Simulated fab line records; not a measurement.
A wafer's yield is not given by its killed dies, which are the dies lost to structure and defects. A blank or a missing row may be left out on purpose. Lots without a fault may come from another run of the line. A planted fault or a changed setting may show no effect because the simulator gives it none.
Chamber matching	flow nandHarc	NHARC_P_M2_CMP_23 on cmp-04: 4 sister chambers
The step polishes, t overpolish 20 s, target thk 144.3 nm. 8 wafers are shown with their chamber, then 9 later ones without.

## WAFERS WITH THEIR CHAMBER
wafer	chamber	motorCurrentA (A)	timeToEndpointS (s)
L083.3	3	13.3	27
L083.6	2	14.8	32
L088.1	1	11.9	29
L088.3	2	14.6	32
L088.6	1	12.8	30
L091.3	0	11.8	29
L091.4	3	12.9	24
L091.5	0	11.7	30

## WAFERS WITH NO CHAMBER GIVEN
wafer	motorCurrentA (A)	timeToEndpointS (s)
L093.1	11.7	34
L093.5	13.0	32
L093.6	11.6	30
L094.1	15.4	30
L094.2	13.3	26
L094.5	11.6	27
L097.2	12.9	32
L097.3	13.8	31
L097.6	11.0	29

## THE CHAMBER EACH PASSED THROUGH
wafer	from the rows above	in truth
L093.1	can't be placed: 0 or 1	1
L093.5	can't be placed: 1 or 0 or 2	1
L093.6	can't be placed: 0 or 1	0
L094.1	2	2
L094.2	3	3
L094.5	can't be placed: 0 or 1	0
L097.2	can't be placed: 1 or 0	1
L097.3	can't be placed: 2 or 1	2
L097.6	can't be placed: 0 or 1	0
Correct placement for 2 of the 9. From these rows, 7 cannot be placed; in 7 the true chamber is one of the candidates. Number placed wrongly: 0.
How it was worked out, from the rows above alone: a wafer's distance from a chamber is the root of the sum, over the readings, of the square of ((its reading less the chamber's mean) divided by the reading's scatter). The wafer belongs to the nearest chamber; if the next one is less than 2 further off, it can't be placed. Each chamber's mean is taken over the wafers shown for it. The scatter: the root of (the sum of the squares of (reading less its chamber's mean) over the shown wafers, divided by (wafers less chambers)).
